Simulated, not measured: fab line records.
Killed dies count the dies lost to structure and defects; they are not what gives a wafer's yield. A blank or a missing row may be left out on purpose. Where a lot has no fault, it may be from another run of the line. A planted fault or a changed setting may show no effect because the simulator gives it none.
One fault through the eyes of 2 desks	flow nand harc	every desk sees just its own numbers, and what lay behind them comes last

## AT THE METROLOGY DESK
Lot by lot, what the gauges showed, no matter which tool ran the lot: averages of those sampled wafers that carry a number. Marked OUT: a lot whose mean sits more than 4 standard deviations from the usual mean, which makes it out of limits; the brackets give that distance.
Columns: A = thk nm at NHARC_A_ONON_D1_THK_MEAS_30, usual 998 nm
lot	first seen here	A
L609	day 8 21:16	986
L607	day 8 21:23	985
L608	day 8 21:46	1008
L611	day 9 03:56	1004
L612	day 9 06:58	978
L616	day 10 21:32	842 (-14) OUT
L618	day 11 05:17	825 (-16) OUT
L622	day 11 23:05	986
L624	day 12 17:02	1014
L628	day 13 15:53	1000
L629	day 13 15:54	1002
L630	day 13 21:33	993
This desk's finding: out of limits on L616, L618; first on L616, day 10 21:32 (thk nm at NHARC_A_ONON_D1_THK_MEAS_30). In limits: L609, L607, L608, L611, L612, L622, L624, L628, L629, L630.

## FOR THE TOOL OWNER'S DESK: pecvd onon-02
The tool's own readings at NHARC_A_ONON_D1_DEP_28 (target thk 1000 nm): means of the sampled wafers that have a number, for each lot that ran on this tool. Marked OUT: a lot whose mean sits more than 4 standard deviations from the usual mean, which makes it out of limits; the brackets give that distance.
Columns: A = susceptor temp C at NHARC_A_ONON_D1_DEP_28, usual 400.00 C
lot	first seen here	A
L607	day 8 20:57	400.02
L608	day 8 21:21	400.06
L611	day 9 03:23	399.99
L616	day 10 21:01	400.23
L618	day 11 04:46	399.81
This desk found nothing out of limits on any of the 5 lots.

## BROUGHT TOGETHER
Metrology desk: alarm possible at day 10 21:32 on L616, L618.
The tool owner's desk saw nothing out of limits.
The tool owner's desk has L616, L618 on record, within its limits.
Every lot named ran NHARC_A_ONON_D1_DEP_28 on pecvd onon-02.

## WHAT THE SIMULATOR HAD PUT IN
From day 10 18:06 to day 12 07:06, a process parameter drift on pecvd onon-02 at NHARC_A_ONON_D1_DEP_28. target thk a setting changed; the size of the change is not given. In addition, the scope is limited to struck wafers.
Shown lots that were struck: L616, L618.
Time in hours between the start of the fault and the first out-of-limits reading at each desk: metrology desk, 3.
